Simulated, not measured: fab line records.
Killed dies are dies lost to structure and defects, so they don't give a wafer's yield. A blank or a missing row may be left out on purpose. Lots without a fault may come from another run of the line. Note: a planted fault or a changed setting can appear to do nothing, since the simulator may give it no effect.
fab line records	flow nand-harc
[record] lots = 24	wafers = 72	last-day = 25
route steps=1159 shown A_STAIRCASE@582 A_SGD_CUT@764
lots that met no fault: from a run of the same line without faults
start-h: hours from the record's first day to the start of the lot's first wafer shown	wait-h: time in hours since the lot's previous step	" same as the row above	L1.1+2: several wafers, shown together as one row	- value missing, or start not given	* or withheld: withheld	< > ~ a bound
route shown NAME@n: NAME is a module with steps in the file, n the number in the route of the first one	usual: mean and standard deviation over wafers with no fault	same: alike in all rows	chamber/n: place in a boat	sites: each site's reading	_std_site: how widely they spread, as a standard deviation	_edge_site: outer sites' mean less inner sites'	radius-mm: for every site, how far away it sits from the centre of the wafer	mask NAME#n: copy n	behind: the last tool/chamber to shape the wafer	hold: what put the lot on hold/how long, in hours/how the hold closed	device: names the non-switching transistor (n, p or np)	end of line: the same wafers' tests at the end of the route	where a step has no rows: the recipe by itself	killed: not the wafer's yield, but the dies lost to structure and defects at the first sort	map: shows each die of a wafer: x if killed, . if not, _ if none is there
set.NAME: the setting the step ran with; set.NAME@STEP: the setting that earlier step ran with	model.NAME: the simulator's own value behind a step, which no gauge read
a sample of lots followed through the steps of the route, with each step as a table and each wafer as a row
services: a tool's chamber out of use, with start hour (start-h, from the record's first day; less than 0 if before it), hours out, and reason
[[steps]]
[step NHARC_A_STAIRCASE_ETCH_188]
[recipe] target-depth-a = 1000	time-s = 40.5	ion-energy-ev = 400	c4f8-flow-sccm = 20	o2-flow-sccm = 10	ar-flow-sccm = withheld	rf-w = 600	bias-w = 1000	chemistry = C4F8/O2
[usual] oes-product-au = 0.938/0.016	rf-vpp-V = 896/6.6
lot.wafer	tool	chamber	start-h	wait-h	oes-product-au	rf-hours-counter-h	rf-vpp-V
L075.4	rie-diel-09	3	-	-	0.946	59	906
L075.3	"	0	"	"	0.948	58	889
L075.2	"	1	"	"	0.932	60	901
L074.1	rie-diel-03	1	-	-	0.951	5	888
L074.5	"	3	"	"	0.929	-	888
L074.6	"	0	"	"	0.949	-	893
L077.4	rie-diel-09	2	-	-	0.957	60	899
L077.3	"	0	"	"	0.979	61	890
L077.6	"	3	"	"	0.963	-	905
L076.3	rie-diel-02	1	-	-	0.909	38	897
L076.4	"	3	"	"	0.917	-	888
L076.5	"	1	"	"	0.914	-	897
L079.4	rie-diel-02	1	-	-	0.909	41	895
L079.6	"	1	"	"	0.914	-	898
L079.5	"	2	"	"	0.924	-	904
L078.2	rie-diel-02	0	-	-	0.935	40	896
L078.5	"	2	"	"	0.919	-	906
L078.6	"	3	"	"	0.922	-	889
L081.3	rie-diel-03	2	-	-	0.935	19	907
L081.4	"	3	"	"	0.928	19	889
L081.1	"	0	"	"	0.945	19	892
L080.2	rie-diel-03	1	-	-	0.945	19	890
L080.5	"	0	"	"	0.959	-	891
L080.6	"	1	"	"	0.942	-	887
L083.1	rie-diel-09	0	-	-	0.937	11	891
L083.4	"	2	"	"	0.939	11	897
L083.6	"	0	"	"	0.935	-	889
L082.2	rie-diel-03	0	-	-	0.962	26	893
L082.5	"	2	"	"	0.948	-	905
L082.6	"	3	"	"	0.967	-	888
L084.4	rie-diel-03	1	-	-	0.941	29	886
L084.5	"	1	"	"	0.945	-	888
L084.6	"	2	"	"	0.939	-	905
L085.3	rie-diel-02	3	-	-	0.915	54	889
L085.2	"	0	"	"	0.929	54	897
L085.5	"	2	"	"	0.909	-	904
L086.2	rie-diel-02	0	-	-	0.940	54	896
L086.3	"	1	"	"	0.912	58	897
L086.1	"	3	"	"	0.918	54	889
L088.1	rie-diel-09	1	-	-	0.935	19	903
L088.6	"	2	"	"	0.931	-	899
L088.5	"	3	"	"	0.930	-	904
L087.1	rie-diel-02	2	-	-	0.943	58	906
L087.4	"	3	"	"	0.961	56	889
L087.5	"	2	"	"	0.939	-	905
L090.3	rie-diel-03	3	-	-	0.930	44	889
L090.6	"	1	"	"	0.939	-	886
L090.5	"	2	"	"	0.920	-	904
L089.1	rie-diel-09	2	-	-	0.934	29	897
L089.2	"	0	"	"	0.928	30	888
L089.5	"	1	"	"	0.915	-	900
L091.4	rie-diel-09	0	-	-	0.952	33	890
L091.1	"	1	"	"	0.929	29	901
L091.6	"	1	"	"	0.927	-	902
L092.2	rie-diel-03	0	-	-	0.954	45	892
L092.3	"	2	"	"	0.942	46	905
L092.6	"	0	"	"	0.945	-	891
L093.4	rie-diel-02	1	-	-	0.937	4	896
L093.3	"	2	"	"	0.945	4	904
L093.6	"	1	"	"	0.934	-	897
L094.1	rie-diel-02	1	-	-	0.953	7	897
L094.4	"	2	"	"	0.936	6	905
L094.3	"	3	"	"	0.954	7	888
L095.2	rie-diel-09	1	-	-	0.936	39	901
L095.4	"	0	"	"	0.965	42	891
L095.5	"	2	"	"	0.945	-	896
L096.1	rie-diel-02	2	-	-	0.950	12	904
L096.2	"	0	"	"	0.968	12	896
L096.5	"	1	"	"	0.944	-	897
L097.3	rie-diel-03	1	-	-	0.938	59	885
L097.2	"	2	"	"	0.934	62	904
L097.5	"	1	"	"	0.934	-	886
[step NHARC_A_STAIRCASE_HM_DEP_462]
[recipe] target-thk-a = 8000	temp-c = 400	material = aC
[usual] throttle-valve-pct = 35.000/0.0088
lot.wafer	tool	chamber	start-h	wait-h	throttle-valve-pct
L075.2	acl-dep-02	0	250.86	0.4	35.002
L075.3	"	0	"	"	35.008
L075.4	"	0	"	"	34.998
L074.1	acl-dep-03	0	251.17	0.1	35.008
L074.5	"	0	252.40	1.3	34.998
L074.6	"	0	"	"	35.000
L077.3	acl-dep-01	0	268.38	0.8	34.993
L077.4	"	0	"	"	34.998
L077.6	"	0	"	"	35.001
L076.3	acl-dep-03	0	273.43	0.7	35.000
L076.4	"	0	"	"	35.009
L076.5	"	0	"	"	34.984
L078.2	acl-dep-01	0	283.63	1.6	34.992
L078.5	"	0	"	"	35.016
L078.6	"	0	"	"	34.998
L079.4	acl-dep-02	0	284.17	2.8	35.004
L079.5	"	0	"	"	35.011
L079.6	"	0	"	"	35.009
L081.1	acl-dep-02	0	286.67	0.1	35.007
L081.3	"	0	"	"	35.002
L081.4	"	0	"	"	35.010
L080.2	acl-dep-01	0	287.36	0.4	35.005
L080.5	"	0	"	"	34.998
L080.6	"	0	"	"	34.997
L083.1	acl-dep-03	0	306.56	1.0	34.986
L083.4	"	0	"	"	35.001
L083.6	"	0	"	"	34.981
L082.2	acl-dep-01	0	311.16	1.6	35.012
L082.5	"	0	"	"	35.003
L082.6	"	0	"	"	35.005
L084.4	acl-dep-02	0	321.05	1.0	35.010
L084.5	"	0	"	"	34.988
L084.6	"	0	"	"	35.008
L085.2	acl-dep-02	0	331.08	0.7	35.006
L085.3	"	0	"	"	34.991
L085.5	"	0	"	"	35.004
L086.1	acl-dep-02	0	332.63	0.6	35.016
L086.2	"	0	"	"	34.993
L086.3	"	0	"	"	35.001
L088.1	acl-dep-02	0	340.01	0.1	35.011
L088.5	"	0	341.24	1.3	35.021
L088.6	"	0	"	"	35.000
L087.1	acl-dep-03	0	340.55	0.1	34.994
L087.4	"	0	"	"	35.008
L087.5	"	0	"	"	34.986
L090.3	acl-dep-01	0	354.07	2.1	34.996
L090.5	"	0	"	"	35.000
L090.6	"	0	"	"	34.991
L089.1	acl-dep-01	0	355.29	1.7	35.004
L089.2	"	0	"	"	35.009
L089.5	"	0	"	"	34.987
L091.1	acl-dep-03	0	361.47	3.3	35.001
L091.4	"	0	"	"	34.999
L091.6	"	0	"	"	34.997
L092.2	acl-dep-03	0	363.64	3.7	35.005
L092.3	"	0	"	"	34.995
L092.6	"	0	"	"	35.003
L093.3	acl-dep-01	0	367.25	2.3	35.001
L093.4	"	0	"	"	35.003
L093.6	"	0	"	"	35.005
L094.1	acl-dep-01	0	373.67	0.1	34.993
L094.3	"	0	"	"	35.003
L094.4	"	0	"	"	34.996
L095.2	acl-dep-03	0	384.80	0.4	35.008
L095.4	"	0	"	"	34.989
L095.5	"	0	"	"	35.001
L096.1	acl-dep-03	0	387.84	0.1	34.986
L096.2	"	0	"	"	34.991
L096.5	"	0	"	"	34.995
L097.2	acl-dep-02	0	402.61	0.4	34.993
L097.3	"	0	"	"	35.010
L097.5	"	0	"	"	34.998
[step NHARC_A_STAIRCASE_DEP_325]
[recipe] target-thk-a = 38000	temp-c = 400	target-thk-nm = 3800	teos-flow-sccm = 200	rf-w = 500	material = SiO2
[usual] heater-power-w = 626/110
lot.wafer	tool	chamber	start-h	wait-h	heater-power-w
L075.3	pecvd-04	2	284.57	0.1	564
L075.2	"	0	"	"	663
L075.4	"	1	"	"	592
L074.1	pecvd-01	2	284.67	0.2	687
L074.5	"	1	"	"	659
L074.6	"	2	"	"	618
L077.3	pecvd-02	1	305.62	0.1	665
L077.4	"	2	"	"	788
L077.6	"	0	"	"	484
L076.3	pecvd-04	1	305.85	0.3	649
L076.5	"	2	"	"	513
L076.4	"	0	"	"	559
L081.3	pecvd-04	0	318.44	0.1	656
L081.1	"	2	"	"	556
L081.4	"	2	"	"	506
L078.2	pecvd-01	0	318.44	0.1	573
L078.5	"	0	"	"	475
L078.6	"	2	"	"	593
L079.4	pecvd-02	1	318.93	0.5	644
L079.6	"	2	"	"	766
L079.5	"	0	"	"	476
L080.2	pecvd-01	2	319.11	0.7	724
L080.6	"	1	"	"	682
L080.5	"	2	"	"	595
L083.1	pecvd-04	2	342.82	0.2	649
L083.4	"	2	"	"	508
L083.6	"	0	"	"	556
L082.2	pecvd-01	0	353.26	0.5	465
L082.5	"	1	"	"	674
L082.6	"	2	"	"	598
L084.4	pecvd-04	2	353.28	0.5	517
L084.6	"	0	"	"	559
L084.5	"	1	"	"	573
L086.3	pecvd-04	2	369.28	0.1	617
L086.2	"	0	"	"	579
L086.1	"	1	"	"	655
L085.2	pecvd-01	2	369.28	0.1	657
L085.3	"	1	"	"	827
L085.5	"	0	"	"	461
L088.1	pecvd-04	1	373.48	0.2	718
L088.6	"	1	"	"	579
L088.5	"	2	"	"	511
L087.1	pecvd-01	1	373.54	0.2	784
L087.5	"	0	"	"	458
L087.4	"	2	"	"	609
L089.2	pecvd-01	0	390.96	0.2	562
L089.1	"	1	"	"	824
L089.5	"	0	"	"	462
L090.3	pecvd-02	2	391.24	0.4	903
L090.6	"	0	"	"	492
L090.5	"	1	"	"	612
L092.2	pecvd-04	1	397.45	0.1	660
L092.3	"	2	"	"	605
L092.6	"	0	"	"	566
L091.1	pecvd-01	2	397.49	0.1	712
L091.4	"	0	"	"	446
L091.6	"	1	"	"	659
L093.3	pecvd-02	1	404.31	0.3	707
L093.4	"	2	"	"	802
L093.6	"	1	"	"	647
L094.3	pecvd-01	1	414.44	0.1	831
L094.1	"	0	"	"	497
L094.4	"	2	"	"	605
L096.2	pecvd-01	0	431.54	0.1	597
L096.1	"	2	"	"	744
L096.5	"	1	"	"	605
L095.2	pecvd-02	1	431.73	0.3	757
L095.5	"	0	"	"	497
L095.4	"	1	"	"	632
L097.2	pecvd-02	2	442.99	0.1	932
L097.3	"	1	"	"	738
L097.5	"	2	"	"	803
[step NHARC_A_STAIRCASE_CMP_152]
[usual] edge-zone-pressure-frac = 1.000/0.0049	motor-current-A = 11.8/1.3
lot.wafer	tool	chamber	start-h	wait-h	edge-zone-pressure-frac	motor-current-A
L074.1	cmp-02	2	296.38	0.1	0.995	10.2
L074.6	"	1	"	"	0.995	10.0
L074.5	"	2	"	"	0.998	10.5
L075.2	cmp-04	0	296.47	0.1	0.999	11.3
L075.3	"	1	"	"	0.998	11.8
L075.4	"	2	"	"	0.998	9.4
L077.4	cmp-04	2	318.22	0.1	0.997	9.4
L077.3	"	1	"	"	1.006	12.6
L077.6	"	3	"	"	0.993	12.2
L076.3	cmp-03	2	318.39	0.1	1.004	13.2
L076.4	"	0	"	"	0.996	12.0
L076.5	"	3	"	"	1.002	13.7
L078.2	cmp-03	3	329.81	0.1	1.001	13.5
L078.5	"	0	"	"	1.001	11.8
L078.6	"	1	"	"	0.999	12.9
L080.2	cmp-02	3	329.88	0.1	1.006	11.9
L080.5	"	3	"	"	1.001	11.7
L080.6	"	0	"	"	0.994	10.9
L081.4	cmp-04	1	330.06	0.1	0.993	12.3
L081.1	"	3	"	"	1.009	12.2
L081.3	"	0	"	"	1.004	12.0
L079.4	cmp-02	1	331.53	0.1	1.007	9.9
L079.5	"	2	"	"	0.999	10.1
L079.6	"	3	"	"	1.001	12.0
L083.4	cmp-03	1	353.67	0.1	0.995	13.1
L083.1	"	0	"	"	1.003	11.7
L083.6	"	1	"	"	0.994	13.3
L084.4	cmp-03	0	365.54	0.1	1.009	12.5
L084.6	"	2	"	"	0.993	12.6
L084.5	"	3	"	"	0.999	13.1
L082.2	cmp-02	3	365.82	0.1	1.003	12.3
L082.5	"	1	"	"	0.998	10.3
L082.6	"	2	"	"	1.011	10.2
L085.3	cmp-02	2	383.84	0.1	1.002	10.9
L085.2	"	3	"	"	1.000	11.3
L085.5	"	2	"	"	1.004	10.5
L086.3	cmp-03	3	383.98	0.1	0.999	13.8
L086.2	"	0	"	"	1.004	12.2
L086.1	"	1	"	"	1.004	12.8
L088.1	cmp-04	2	384.40	0.1	1.000	9.3
L088.6	"	1	"	"	1.001	12.8
L088.5	"	2	"	"	1.001	9.4
L087.1	cmp-04	0	385.95	0.1	1.001	11.6
L087.4	"	1	"	"	0.992	12.4
L087.5	"	3	"	"	0.999	11.7
L090.3	cmp-03	3	402.38	0.1	0.999	13.3
L090.6	"	0	"	"	0.995	12.5
L090.5	"	1	"	"	1.005	13.9
L089.2	cmp-03	1	402.63	0.1	1.004	13.4
L089.1	"	2	"	"	1.007	13.0
L089.5	"	1	"	"	0.997	13.2
L092.3	cmp-02	2	414.99	0.1	0.998	10.4
L092.2	"	1	"	"	0.993	10.1
L092.6	"	2	"	"	1.005	10.4
L091.1	cmp-03	1	415.55	0.1	0.995	13.7
L091.4	"	3	"	"	1.009	13.6
L091.6	"	1	"	"	1.002	13.1
L093.4	cmp-04	3	415.85	0.1	1.007	12.1
L093.3	"	0	"	"	0.997	11.7
L093.6	"	3	"	"	1.012	11.9
L094.4	cmp-02	2	432.97	0.1	0.993	10.2
L094.1	"	0	"	"	0.998	11.0
L094.3	"	1	"	"	1.007	9.3
L095.2	cmp-04	3	443.37	0.1	0.996	11.9
L095.4	"	0	"	"	0.998	11.2
L095.5	"	3	"	"	0.998	11.8
L096.2	cmp-03	1	443.43	0.1	1.003	13.0
L096.1	"	2	"	"	1.008	13.8
L096.5	"	2	"	"	1.007	12.5
L097.2	cmp-04	0	455.35	0.1	0.995	10.9
L097.3	"	2	"	"	1.004	9.7
L097.5	"	0	"	"	0.996	11.6
[step NHARC_A_SGD_CUT_ETCH_15]
[recipe] target-depth-a = 750	time-s = 64.3	ch3f-flow-sccm = 50	o2-flow-sccm = 30	ar-flow-sccm = 200	rf-w = 500	bias-w = 100	chemistry = CH3F/O2
[usual] drypump-motor-current-A = 5.6/0.53	oes-product-au = 0.963/0.018	rf-vpp-V = 263.5/1.8	showerhead-plenum-p-Torr = 2.44/0.11	throttle-valve-pct = 20.662/0.0096
lot.wafer	tool	chamber	start-h	wait-h	drypump-motor-current-A	oes-product-au	rf-hours-counter-h	rf-vpp-V	showerhead-plenum-p-Torr	throttle-valve-pct
L075.4	rie-diel-12	3	-	-	5.7	0.949	11	264.6	2.47	20.668
L075.3	"	0	"	"	5.5	0.956	6	262.1	2.32	20.653
L075.2	"	2	"	"	5.4	0.956	10	266.8	2.63	20.655
L074.1	rie-diel-06	0	-	-	4.7	0.936	4	262.0	2.30	20.656
L074.5	"	2	"	"	6.3	0.924	-	265.1	2.56	20.655
L074.6	"	3	"	"	5.5	0.921	-	262.9	2.41	20.683
L077.4	rie-diel-05	0	-	-	5.0	0.947	13	265.3	2.61	20.660
L077.3	"	2	"	"	5.7	0.955	12	264.3	2.49	20.658
L077.6	"	1	"	"	6.5	0.961	-	265.5	2.45	20.660
L076.4	rie-diel-06	1	-	-	5.7	0.968	7	262.6	2.36	20.664
L076.3	"	2	"	"	6.3	0.943	7	264.9	2.56	20.668
L076.5	"	2	"	"	6.3	0.955	-	266.2	2.56	20.664
L078.2	rie-diel-12	1	-	-	4.9	0.979	15	260.3	2.28	20.670
L078.5	"	3	"	"	5.7	0.975	-	265.3	2.47	20.655
L078.6	"	0	"	"	5.4	0.949	-	261.9	2.32	20.651
L080.2	rie-diel-06	2	-	-	6.3	0.953	8	264.9	2.56	20.662
L080.6	"	2	"	"	6.4	0.951	-	263.8	2.56	20.670
L080.5	"	3	"	"	5.5	0.985	-	262.8	2.41	20.672
L081.3	rie-diel-05	3	-	-	5.6	0.959	13	262.4	2.39	20.669
L081.1	"	0	"	"	5.0	0.986	14	266.4	2.61	20.657
L081.4	"	2	"	"	5.8	0.969	13	263.9	2.49	20.648
L079.4	rie-diel-06	0	-	-	4.7	0.985	6	262.3	2.30	20.659
L079.6	"	0	"	"	4.8	0.978	-	262.9	2.30	20.662
L079.5	"	1	"	"	5.7	0.989	-	262.7	2.36	20.662
L083.4	rie-diel-06	2	-	-	6.4	0.968	10	265.5	2.56	20.660
L083.1	"	3	"	"	5.5	0.969	9	262.8	2.41	20.656
L083.6	"	0	"	"	4.8	0.967	-	259.9	2.30	20.661
L084.4	rie-diel-12	1	-	-	4.9	0.974	19	260.7	2.28	20.670
L084.5	"	1	"	"	4.9	0.971	-	259.9	2.28	20.658
L084.6	"	2	"	"	5.3	0.973	-	266.4	2.63	20.669
L082.2	rie-diel-05	2	-	-	5.7	0.959	1	264.2	2.49	20.658
L082.5	"	0	"	"	5.0	0.978	-	265.8	2.61	20.663
L082.6	"	1	"	"	6.6	0.972	-	262.9	2.45	20.661
L085.3	rie-diel-05	1	-	-	6.5	0.963	4	263.5	2.45	20.662
L085.2	"	3	"	"	5.6	0.978	4	264.3	2.39	20.649
L085.5	"	1	"	"	6.6	0.958	-	263.2	2.45	20.671
L086.2	rie-diel-06	2	-	-	6.3	0.972	12	266.9	2.55	20.664
L086.1	"	0	"	"	4.8	0.966	11	260.3	2.30	20.679
L086.3	"	1	"	"	5.7	0.999	11	263.3	2.36	20.665
L088.1	rie-diel-05	2	-	-	5.7	0.967	5	265.6	2.48	20.656
L088.5	"	1	"	"	6.5	0.986	-	262.4	2.45	20.644
L088.6	"	2	"	"	5.7	0.980	-	264.8	2.48	20.684
L087.1	rie-diel-06	2	-	-	6.3	0.964	12	265.7	2.55	20.656
L087.4	"	0	"	"	4.8	0.979	11	262.0	2.30	20.676
L087.5	"	2	"	"	6.3	0.948	-	266.8	2.55	20.668
L090.3	rie-diel-05	0	-	-	5.0	0.972	7	266.2	2.60	20.666
L090.6	"	2	"	"	5.7	1.000	-	263.0	2.48	20.660
L090.5	"	3	"	"	5.7	0.968	-	262.5	2.39	20.669
L089.1	rie-diel-12	1	-	-	4.9	0.972	2	261.2	2.28	20.666
L089.2	"	3	"	"	5.7	0.977	2	262.5	2.47	20.669
L089.5	"	0	"	"	5.4	0.959	-	262.4	2.31	20.646
L092.2	rie-diel-06	0	-	-	4.8	0.976	13	261.0	2.30	20.659
L092.3	"	3	"	"	5.5	0.966	13	262.3	2.41	20.657
L092.6	"	1	"	"	5.7	0.970	-	262.1	2.36	20.676
L091.4	rie-diel-12	1	-	-	4.9	0.963	3	261.9	2.28	20.651
L091.1	"	2	"	"	5.4	0.959	3	264.9	2.63	20.667
L091.6	"	1	"	"	4.9	0.958	-	260.2	2.28	20.667
L093.3	rie-diel-05	0	-	-	5.0	0.977	8	265.9	2.60	20.671
L093.4	"	2	"	"	5.7	0.956	8	262.9	2.48	20.661
L093.6	"	3	"	"	5.6	0.977	-	261.7	2.39	20.654
L094.3	rie-diel-05	0	-	-	5.0	0.960	9	266.8	2.60	20.675
L094.4	"	1	"	"	6.6	0.958	10	263.5	2.44	20.676
L094.1	"	3	"	"	5.6	0.966	10	262.5	2.39	20.664
L096.2	rie-diel-12	0	-	-	5.4	0.917	5	259.8	2.31	20.669
L096.1	"	3	"	"	5.7	0.939	5	263.4	2.47	20.665
L096.5	"	0	"	"	5.4	0.909	-	262.5	2.31	20.653
L095.2	rie-diel-05	3	-	-	5.6	0.932	11	262.9	2.39	20.645
L095.4	"	1	"	"	6.6	0.924	11	264.6	2.44	20.659
L095.5	"	3	"	"	5.6	0.925	-	262.6	2.39	20.649
L097.2	rie-diel-06	3	-	-	5.5	0.966	3	263.3	2.41	20.649
L097.3	"	0	"	"	4.8	0.966	3	262.0	2.29	20.660
L097.5	"	0	"	"	4.7	0.971	-	263.0	2.30	20.661
[step NHARC_A_SGD_CUT_STRIP_28]
[recipe] time-s = 20	o2-flow-sccm = 500	ar-flow-sccm = 0	bias-w = 0	chemistry = O2
[usual] drypump-motor-current-A = 5.6/0.5	oes-product-au = 1.001/0.011	rf-vpp-V = 57.8/0.9	showerhead-plenum-p-Torr = 3.50/0.15	throttle-valve-pct = 17.037/0.0088
lot.wafer	tool	chamber	start-h	wait-h	drypump-motor-current-A	oes-product-au	rf-hours-counter-h	rf-vpp-V	showerhead-plenum-p-Torr	throttle-valve-pct
L075.3	rie-diel-06	2	-	-	6.3	1.001	6	57.9	3.66	17.052
L075.4	"	3	"	"	5.5	0.998	5	56.6	3.47	17.016
L075.2	"	0	"	"	4.8	1.011	4	56.7	3.31	17.034
L074.1	rie-diel-05	3	-	-	5.7	0.998	10	57.9	3.44	17.048
L074.6	"	1	"	"	6.5	0.993	-	57.4	3.51	17.036
L074.5	"	2	"	"	5.7	1.012	-	57.9	3.57	17.043
L076.3	rie-diel-12	1	-	-	4.9	1.018	14	57.4	3.29	17.038
L076.4	"	3	"	"	5.7	0.996	14	57.4	3.54	17.055
L076.5	"	2	"	"	5.4	0.994	-	58.6	3.76	17.031
L077.3	rie-diel-05	3	-	-	5.6	0.999	12	58.0	3.44	17.032
L077.4	"	0	"	"	5.0	1.008	13	58.1	3.73	17.031
L077.6	"	3	"	"	5.7	1.003	-	57.6	3.44	17.038
L080.2	rie-diel-06	0	-	-	4.8	1.005	7	58.2	3.31	17.042
L080.5	"	0	"	"	4.7	1.003	-	57.2	3.31	17.036
L080.6	"	1	"	"	5.7	1.005	-	56.8	3.39	17.042
L081.1	rie-diel-12	3	-	-	5.7	0.990	15	56.2	3.54	17.039
L081.3	"	1	"	"	4.9	1.016	16	58.0	3.28	17.050
L081.4	"	2	"	"	5.4	1.006	14	58.8	3.76	17.017
L079.4	rie-diel-12	0	-	-	5.5	0.987	11	56.8	3.33	17.035
L079.5	"	0	"	"	5.4	0.988	-	57.4	3.33	17.031
L079.6	"	1	"	"	4.9	1.018	-	57.5	3.28	17.045
L078.2	rie-diel-06	0	-	-	4.8	1.011	7	58.1	3.31	17.028
L078.5	"	3	"	"	5.5	1.001	-	57.4	3.47	17.027
L078.6	"	0	"	"	4.7	1.006	-	59.7	3.31	17.055
L083.1	rie-diel-12	0	-	-	5.4	0.975	13	56.7	3.33	17.033
L083.4	"	1	"	"	4.9	0.999	18	58.2	3.28	17.040
L083.6	"	0	"	"	5.5	0.995	-	58.2	3.33	17.029
L084.4	rie-diel-06	0	-	-	4.8	1.002	10	55.7	3.30	17.044
L084.6	"	1	"	"	5.7	1.029	-	55.9	3.39	17.036
L084.5	"	2	"	"	6.3	0.992	-	58.0	3.66	17.035
L082.2	rie-diel-05	3	-	-	5.6	0.995	2	58.1	3.44	17.032
L082.5	"	2	"	"	5.7	1.008	-	58.8	3.56	17.044
L082.6	"	3	"	"	5.6	1.003	-	57.0	3.44	17.034
L085.3	rie-diel-05	1	-	-	6.6	1.014	5	58.8	3.51	17.032
L085.2	"	2	"	"	5.7	1.010	5	58.6	3.56	17.036
L085.5	"	3	"	"	5.6	1.009	-	56.0	3.44	17.024
L086.1	rie-diel-06	3	-	-	5.5	0.997	11	57.4	3.46	17.027
L086.2	"	0	"	"	4.8	1.011	11	56.6	3.30	17.031
L086.3	"	1	"	"	5.7	1.024	12	56.7	3.39	17.038
L088.1	rie-diel-06	3	-	-	5.5	0.990	11	58.8	3.46	17.030
L088.6	"	1	"	"	5.6	1.016	-	57.8	3.39	17.037
L088.5	"	2	"	"	6.3	1.002	-	58.7	3.66	17.039
L087.4	rie-diel-05	3	-	-	5.7	0.993	5	58.0	3.44	17.052
L087.1	"	1	"	"	6.6	1.005	5	58.0	3.51	17.043
L087.5	"	0	"	"	5.0	0.993	-	57.0	3.73	17.018
L089.2	rie-diel-06	2	-	-	6.3	0.993	14	57.1	3.66	17.052
L089.1	"	0	"	"	4.8	1.015	13	57.2	3.30	17.027
L089.5	"	2	"	"	6.3	1.006	-	56.7	3.66	17.046
L090.3	rie-diel-12	0	-	-	5.4	0.982	2	57.8	3.33	17.049
L090.5	"	1	"	"	4.9	1.014	-	57.6	3.28	17.036
L090.6	"	2	"	"	5.4	1.000	-	59.3	3.76	17.044
L092.2	rie-diel-12	2	-	-	5.3	0.992	4	56.6	3.76	17.042
L092.3	"	0	"	"	5.4	0.973	3	57.1	3.33	17.023
L092.6	"	2	"	"	5.4	0.996	-	59.2	3.76	17.039
L091.1	rie-diel-12	0	-	-	5.4	0.978	3	57.4	3.33	17.041
L091.4	"	2	"	"	5.4	0.996	4	58.7	3.76	17.042
L091.6	"	1	"	"	4.9	1.006	-	56.7	3.28	17.036
L093.3	rie-diel-05	3	-	-	5.7	0.992	9	56.3	3.43	17.046
L093.4	"	0	"	"	5.0	0.996	9	58.9	3.73	17.041
L093.6	"	3	"	"	5.6	1.001	-	58.7	3.43	17.044
L094.4	rie-diel-05	2	-	-	5.8	0.998	10	59.5	3.56	17.028
L094.3	"	3	"	"	5.7	0.998	10	57.5	3.43	17.014
L094.1	"	1	"	"	6.6	0.996	10	58.0	3.51	17.031
L096.2	rie-diel-06	0	-	-	4.8	1.012	2	58.5	3.30	17.042
L096.1	"	3	"	"	5.5	0.989	2	57.6	3.46	17.036
L096.5	"	0	"	"	4.7	1.005	-	59.2	3.30	17.046
L095.4	rie-diel-05	3	-	-	5.7	0.990	11	58.9	3.43	17.021
L095.2	"	1	"	"	6.6	0.994	11	57.4	3.51	17.048
L095.5	"	3	"	"	5.7	0.985	-	57.8	3.43	17.041
L097.3	rie-diel-06	1	-	-	5.7	1.000	3	55.2	3.38	17.051
L097.2	"	2	"	"	6.3	1.015	2	58.2	3.66	17.050
L097.5	"	1	"	"	5.7	1.008	-	58.7	3.38	17.032
[[services]]
tool	chamber	start-h	hours	kind
rie-diel-12	3	220.01	3.9	repair
rie-diel-12	2	228.08	11.1	repair
pecvd-01	-	237.51	13.0	pm
cmp-03	-	239.48	0.4	repair
rie-diel-06	-	241.20	9.0	pm
rie-diel-12	0	255.11	16.7	repair
rie-diel-02	2	255.85	4.5	repair
cmp-03	-	258.39	4.0	pm
rie-diel-12	3	266.86	1.3	repair
pecvd-01	-	269.32	0.5	repair
rie-diel-12	0	287.13	5.3	repair
rie-diel-12	-	309.56	0.3	repair
rie-diel-02	0	311.50	2.3	repair
rie-diel-02	-	328.17	9.0	pm
rie-diel-05	-	340.60	9.0	pm
rie-diel-06	1	360.41	8.9	repair
rie-diel-12	-	379.40	9.0	pm
pecvd-01	-	398.70	2.1	repair
pecvd-01	-	411.71	0.6	repair
pecvd-01	-	418.51	13.0	pm
pecvd-01	-	452.34	6.1	repair
rie-diel-06	2	454.50	7.5	repair
rie-diel-12	0	458.16	4.6	repair
rie-diel-12	3	464.19	2.7	repair
[[key]]
fault none
